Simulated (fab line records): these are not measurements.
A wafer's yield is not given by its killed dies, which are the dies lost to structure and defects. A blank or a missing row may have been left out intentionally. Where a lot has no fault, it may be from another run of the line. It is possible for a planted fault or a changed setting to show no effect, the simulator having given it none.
A struck lot beside a sound one | flow n5_finfet | 14 steps out of a route of 1938
Sound: the wafers L283.1, L283.3, L283.6. Struck: wafers L286.2, L286.4, L286.6. At the end, the cause is stated.
For every step that has rows: the tool of each side, followed by ch and its chambers, followed by its first start. Under that, the readings that differ: sound wafers | struck wafers | difference of the means | sigmas: that difference in standard deviations of wafers without a fault.
alike: same words and numbers on both sides, and readings whose means sit less than 2 such deviations apart. not compared: any withheld reading, any reading some wafer has no value for, any bound like >300 that may hide the same value, and any number with overlapping values for which the record gives no deviation.
Wherever a step has rows on one side only, a row that says differs or no value, or a row with sigmas, the two part there. Numbers that have no deviation but don't overlap get no sigmas and don't part them. A reading that every wafer of one side lacks parts them only if that side has two wafers or more.

N5_BEOL_M12_CMP_49: polishes, stops on SiOC, t overpolish 20.6 s, target thk 320 nm.
  sound on cmp-03 ch 0,1, day 11 14:43; struck on cmp-02 ch 1,3, day 12 10:59
  alike: barrier_field_endpoint_s, clearing_platen_rpm, motor_current_A, overpolish_run_s, retaining_ring_pressure_frac, slurry_flow_ml_min
N5_BEOL_M12_THK_MEAS_50: measures by xrf.
  sound on film_metro-01, day 11 15:01; struck on film_metro-01, day 12 11:17
  alike: M12_THK
then, 1 step without rows for these wafers: N5_BEOL_M12_PRE_CLEAN_52 (time 15 s).
N5_BEOL_M12_DEP_53: deposits SiCN from 3MS/NH3, target thk 30 nm, time 10.5 s.
  sound on pecvd-01 ch 0,1, day 11 15:04; struck on pecvd-01 ch 0, day 12 11:22
  alike: rf_fwd_power_W, showerhead_plenum_p_Torr, throttle_valve_pct
N5_BEOL_M12_RS_MEAS_54: a four-point-probe measurement.
  sound on film_metro-02, day 11 15:08; struck on film_metro-01, day 12 11:26
  alike: M12_RS
N5_BEOL_M12_INSPECT_55: inspects for defects (darkfield).
  sound on defect_inspect-02, day 11 15:10; struck on defect_inspect-02, day 12 11:28
  alike: raw_defect_count
N5_BEOL_M13_ILD_DEP_00: deposits SiOC from DEMS/O2, target thk 837.92 nm, time 166.4 s.
  sound on pecvd-03 ch 0,1,2, day 11 15:12; struck on pecvd-03 ch 0,1,2, day 12 11:30
  alike: heater_power_w, rf_fwd_power_W, showerhead_plenum_p_Torr, throttle_valve_pct
N5_BEOL_M13_THK_MEAS_01:
  sound on film_metro-02, day 11 15:21; struck on film_metro-02, day 12 11:39
  alike: M13_ILD_THK
then, 4 steps without rows for these wafers: N5_BEOL_M13_COAT_58 (time 60 s, resist thk 89 nm); N5_BEOL_M13_COAT_04 (resist thk 400 nm); N5_BEOL_M13_EBR_06; N5_BEOL_M13_SOFTBAKE_05 (time 60 s).
N5_BEOL_M13_EXPOSE_07: exposes mask V12.
  struck on krf_scanner-02, day 12 11:55; sound on krf_scanner-01 ch 0, day 11 15:36
  no value came back on the struck wafers for exposure_dose_mJ_cm2, focus_offset_nm (nm); on the sound wafers exposure_dose_mJ_cm2 reads 24.769 24.791 24.798
  alike: mask
then, 1 step without rows for these wafers: N5_BEOL_M13_PEB_08 (peb time 90 s).

## WHERE THEY PART
Within this record, at N5_BEOL_M13_EXPOSE_07 only.

WHY: what had been put in by the simulator
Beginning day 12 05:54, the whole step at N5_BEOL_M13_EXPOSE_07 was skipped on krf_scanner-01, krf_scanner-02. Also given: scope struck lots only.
